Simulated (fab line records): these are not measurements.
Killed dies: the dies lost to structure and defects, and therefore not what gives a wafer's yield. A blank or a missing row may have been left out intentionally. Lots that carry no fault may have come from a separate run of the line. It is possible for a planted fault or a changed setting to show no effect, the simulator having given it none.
Split-lot trial	flow n5Finfet	route with 1938 steps; 7 lots, 39 wafers read

THE SPLIT
At N5_BEOL_M10_ILD_DEP_00 (deposits SiCOH lowk from DEMS/porogen, target thk 308.51 nm, time 58 s), the setting targetThkA was moved away from the recipe's 3085.1 angstrom on 12 of the 39 wafers read, by -55.0% to -22.1%. All remaining wafers had this setting at the recipe value.

THE PATH FROM SPLIT TO READING: the file shows 1 step between them
- N5_BEOL_M10_CURE_71: cures SiCOH lowk, time 240 s

THE READING
Values of M10_ILD_THK in nm from N5_BEOL_M10_THK_MEAS_01. On this fab line, fault-free wafers typically give 265 nm with a standard deviation of 3.3 nm.

wafer	tool, chamber at the split	targetThkA as run, angstrom	against the recipe	M10_ILD_THK, nm	against lot-mates on the recipe
L075.1	pecvd-02, 1	1973	-36.0%	169	-101
L075.2	pecvd-02, 2	1973	-36.0%	167	-103
L075.3	pecvd-02, 0	1973	-36.0%	169	-101
L075.4	pecvd-02, 0	3085.1	recipe	269	-
L075.5	pecvd-02, 1	3085.1	recipe	272	-
L075.6	pecvd-02, 2	3085.1	recipe	269	-
L078.1	pecvd-03, 2	3085.1	recipe	261	-
L078.2	pecvd-03, 1	3085.1	recipe	263	-
L078.3	pecvd-03, 0	3085.1	recipe	263	-
L078.4	pecvd-03, 1	3085.1	recipe	269	-
L078.5	pecvd-03, 0	3085.1	recipe	268	-
L078.6	pecvd-03, 2	3085.1	recipe	267	-
L077.1	pecvd-01, 1	1983	-35.7%	169	-95
L077.2	pecvd-01, 1	3085.1	recipe	267	-
L077.3	pecvd-01, 1	3085.1	recipe	264	-
L077.4	pecvd-01, 1	1983	-35.7%	169	-95
L077.5	pecvd-01, 1	3085.1	recipe	262	-
L077.6	pecvd-01, 1	1983	-35.7%	167	-97
L079.1	pecvd-03, 2	3085.1	recipe	265	-
L079.4	pecvd-03, 1	3085.1	recipe	269	-
L079.5	pecvd-03, 2	3085.1	recipe	270	-
L084.1	pecvd-02, 1	1389	-55.0%	119	-149
L084.2	pecvd-02, 0	1389	-55.0%	114	-154
L084.3	pecvd-02, 2	1389	-55.0%	116	-152
L084.4	pecvd-02, 2	3085.1	recipe	268	-
L084.5	pecvd-02, 1	3085.1	recipe	268	-
L084.6	pecvd-02, 0	3085.1	recipe	269	-
L086.1	pecvd-02, 0	3085.1	recipe	262	-
L086.2	pecvd-02, 1	3085.1	recipe	264	-
L086.3	pecvd-02, 2	3085.1	recipe	262	-
L086.4	pecvd-02, 0	3085.1	recipe	265	-
L086.5	pecvd-02, 1	3085.1	recipe	264	-
L086.6	pecvd-02, 2	3085.1	recipe	263	-
L092.1	pecvd-02, 1	3085.1	recipe	263	-
L092.2	pecvd-02, 0	3085.1	recipe	266	-
L092.3	pecvd-02, 0	2403	-22.1%	207	-59
L092.4	pecvd-02, 1	3085.1	recipe	268	-
L092.5	pecvd-02, 1	2403	-22.1%	209	-57
L092.6	pecvd-02, 0	2403	-22.1%	208	-58

THE FIT
A straight line over all 39 wafers: M10_ILD_THK changes by +2.71 nm for each +1% of targetThkA; r = +1.00; the points scatter about the line by 2.7 nm.
The same after taking each lot's own level away (the mean of its wafers on the recipe; 39 wafers): +2.75 nm for each +1%; r = +1.00; scatter 2.3 nm.
According to that fit, moving targetThkA by its largest amount changes the reading by 1.5e+02 nm.
Across the lots, their own levels run from 263.3 to 270.0 nm, a range of 2.0 times the standard deviation given above.
The two slopes agree, so the slope changes little with the lot-to-lot level.
Check: for one of the wafers moved furthest among these (-55.0%), held out of the fit, the line's prediction against its lot-mates is -151 nm. Against them it came out at -149 nm.

THESE WAFERS: OTHER SPLITS
Before the reading, these wafers also passed through other splits. Each is held against what the fit with the lots' levels taken away leaves over:
other split on the same wafers	wafers away from the commonest value	r with M10_ILD_THK (lot level and that fit taken away)
N5_BEOL_M7_ILD_DEP_00 timeS	15	-0.11

THE WHOLE CHAIN: every reading that the file lists as answering this split, in the file's order
step	what it does	reading	change (the file's fit)	r (the file's)
N5_BEOL_M10_ILD_DEP_00	deposits SiCOH lowk from DEMS/porogen, target thk 308.51 nm, time 58 s	SiCOH_lowk_of_BEOL_M10_ILD_DEP_00.thkNm (the simulator's own value, which no gauge read)	+3.13 nm for each +1% of the setting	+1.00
N5_BEOL_M10_CURE_71	cures SiCOH lowk, time 240 s	SiCOH_lowk_of_BEOL_M10_ILD_DEP_00.thkNm (the simulator's own value, which no gauge read)	+2.75 nm for each +1% of the setting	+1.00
N5_BEOL_M10_THK_MEAS_01		M10_ILD_THK	+2.75 for each +1% of the setting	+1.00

FILE'S OWN FIT
M10_ILD_THK changes by +2.75 nm for each +1% of targetThkA, r = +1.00.
